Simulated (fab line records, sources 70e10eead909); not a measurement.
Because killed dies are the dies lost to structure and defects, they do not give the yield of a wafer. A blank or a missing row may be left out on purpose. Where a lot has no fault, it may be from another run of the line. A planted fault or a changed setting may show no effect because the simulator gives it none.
Which tool was responsible? -- flow nand-harc -- 13 lots, 39 wafers sampled, at 4 steps of a route of 1159

## WHAT THE GAUGES SHOWED, per wafer
The record lacks any reading of a measuring or inspecting step that a usual standard deviation could be used to judge.

## EACH LOT AND THE TOOL THAT RAN IT (in order: tool; ch and the chambers of the sampled wafers; start)
lot,NHARC_P_M2_DEGAS_29,NHARC_P_BONDPAD_ETCH_12,NHARC_P_BONDPAD_PRE_CLEAN_26,NHARC_P_BONDPAD_PVD_17
L461,"pvd-sputter-03, day 6 15:14","rie-diel-04 ch 1,2, day 6 18:59","pvd-sputter-01, no start","pvd-sputter-01, no start"
L462,"pvd-sputter-01, day 6 20:46","rie-diel-04 ch 1,2,3, day 7 00:29","pvd-sputter-03, no start","pvd-sputter-03, no start"
L463,"pvd-sputter-03, day 6 21:36","rie-diel-04 ch 0,1,2, day 7 01:35","pvd-sputter-03, no start","pvd-sputter-03, no start"
L466,"pvd-sputter-01, day 7 04:00","rie-diel-04 ch 0,3, day 7 07:43","pvd-sputter-03, no start","pvd-sputter-03, no start"
L464,"pvd-sputter-02, day 7 11:29","rie-diel-04 ch 0,1, day 7 15:13","pvd-sputter-03, no start","pvd-sputter-03, no start"
L467,"pvd-sputter-02, day 7 20:28","rie-diel-04 ch 0,1,2, day 8 00:14","pvd-sputter-03, no start","pvd-sputter-03, no start"
L468,"pvd-sputter-02, day 7 21:07","rie-diel-04 ch 0,1,2, day 8 00:52","pvd-sputter-03, no start","pvd-sputter-03, no start"
L470,"pvd-sputter-03, day 8 06:33","rie-diel-04 ch 0,1,3, day 8 10:36","pvd-sputter-03, no start","pvd-sputter-03, no start"
L471,"pvd-sputter-03, day 8 07:44","rie-diel-04 ch 0,3, day 8 12:10","pvd-sputter-03, no start","pvd-sputter-03, no start"
L469,"pvd-sputter-03, day 8 09:25","rie-diel-09 ch 0,3, day 8 13:16","pvd-sputter-03, no start","pvd-sputter-03, no start"
L480,"pvd-sputter-02, day 11 01:02","rie-diel-10 ch 0,2, day 11 05:01","pvd-sputter-01, no start","pvd-sputter-01, no start"
L481,"pvd-sputter-03, day 11 08:15","rie-diel-09 ch 0,2,3, day 11 12:13","pvd-sputter-03, no start","pvd-sputter-03, no start"
L482,"pvd-sputter-03, day 11 08:52","rie-diel-09 ch 0,3, day 11 12:47","pvd-sputter-03, no start","pvd-sputter-03, no start"
- NHARC_P_M2_DEGAS_29: time 60 s.
- NHARC_P_BONDPAD_ETCH_12: etches the open film in CHF3/O2, target depth 200 nm, time 100 s.
- NHARC_P_BONDPAD_PRE_CLEAN_26: time 30 s.
- NHARC_P_BONDPAD_PVD_17: deposits TaN, target thk 5 nm, time 8.06 s.

## WHAT THE TOOLS THEMSELVES READ (means of the sampled wafers that have a number; where no wafer has one, the mark that the record gives instead)
NHARC_P_M2_DEGAS_29.
lot,tool,heater-power-w (W)
L461,pvd-sputter-03,336
L462,pvd-sputter-01,308
L463,pvd-sputter-03,347
L466,pvd-sputter-01,347
L464,pvd-sputter-02,318
L467,pvd-sputter-02,333
L468,pvd-sputter-02,261
L470,pvd-sputter-03,366
L471,pvd-sputter-03,361
L469,pvd-sputter-03,327
L480,pvd-sputter-02,330
L481,pvd-sputter-03,345
L482,pvd-sputter-03,314

NHARC_P_BONDPAD_ETCH_12.
lot,tool,chf3-flow-sccm (sccm),drypump-motor-current-A (A),oes-product-au (a.u.),rf-vpp-V (V),showerhead-plenum-p-Torr (Torr),throttle-valve-pct (%)
L461,rie-diel-04,50.02,5.8,0.979,370.0,2.37,20.570
L462,rie-diel-04,49.85,5.7,0.973,370.1,2.36,20.584
L463,rie-diel-04,50.03,5.9,0.923,371.8,2.45,20.574
L466,rie-diel-04,49.93,5.8,0.919,369.6,2.35,20.571
L464,rie-diel-04,49.78,6.0,0.977,373.3,2.52,20.572
L467,rie-diel-04,49.79,5.9,0.979,371.5,2.44,20.571
L468,rie-diel-04,50.10,5.9,0.933,371.5,2.44,20.573
L470,rie-diel-04,50.03,5.8,0.902,371.3,2.43,20.570
L471,rie-diel-04,50.12,5.8,0.897,369.5,2.35,20.574
L469,rie-diel-09,50.08,5.6,0.916,368.2,2.31,20.572
L480,rie-diel-10,50.08,5.3,0.963,370.4,2.39,20.569
L481,rie-diel-09,49.89,5.5,0.920,369.5,2.35,20.578
L482,rie-diel-09,50.01,5.6,0.952,368.4,2.33,20.572

NHARC_P_BONDPAD_PRE_CLEAN_26.
lot,tool,heater-power-w (W)
L461,pvd-sputter-01,374
L462,pvd-sputter-03,418
L463,pvd-sputter-03,423
L466,pvd-sputter-03,393
L464,pvd-sputter-03,421
L467,pvd-sputter-03,457
L468,pvd-sputter-03,382
L470,pvd-sputter-03,451
L471,pvd-sputter-03,424
L469,pvd-sputter-03,387
L480,pvd-sputter-01,399
L481,pvd-sputter-03,452
L482,pvd-sputter-03,460

NHARC_P_BONDPAD_PVD_17.
lot,tool,throttle-valve-pct (%)
L461,pvd-sputter-01,29.5
L462,pvd-sputter-03,30.3
L463,pvd-sputter-03,29.2
L466,pvd-sputter-03,29.8
L464,pvd-sputter-03,30.7
L467,pvd-sputter-03,31.0
L468,pvd-sputter-03,30.0
L470,pvd-sputter-03,30.2
L471,pvd-sputter-03,30.3
L469,pvd-sputter-03,28.6
L480,pvd-sputter-01,28.7
L481,pvd-sputter-03,30.3
L482,pvd-sputter-03,28.9

## THE ANSWER, worked out from the rows above alone
Rule: the usual values come from the lots themselves. The widest of any qualifying gaps counts: lots, ordered by their means at a reading, are off when they make up no more than a third of the lots, leave a main group of 4 or more, and stand apart from it by 3 or more times the standard deviation of that group's means. The tables above print the reading to a certain number of digits; a main group whose means all agree to those digits is not used. A lot without any number at a reading at which 4 lots or more have one is off too. Where the step has rows for the other lots, those lots are counted as sound. The gauges are gone through in route order, then the tools' own readings, and for those a lot's mean is taken as printed above. The first step at which some lot is off is used, and at that step the reading that is off furthest; a lot without a number counts as furthest.
Nothing can be told from this: no lot is off at any reading shown.

## WHAT THE SIMULATOR HAD PUT IN
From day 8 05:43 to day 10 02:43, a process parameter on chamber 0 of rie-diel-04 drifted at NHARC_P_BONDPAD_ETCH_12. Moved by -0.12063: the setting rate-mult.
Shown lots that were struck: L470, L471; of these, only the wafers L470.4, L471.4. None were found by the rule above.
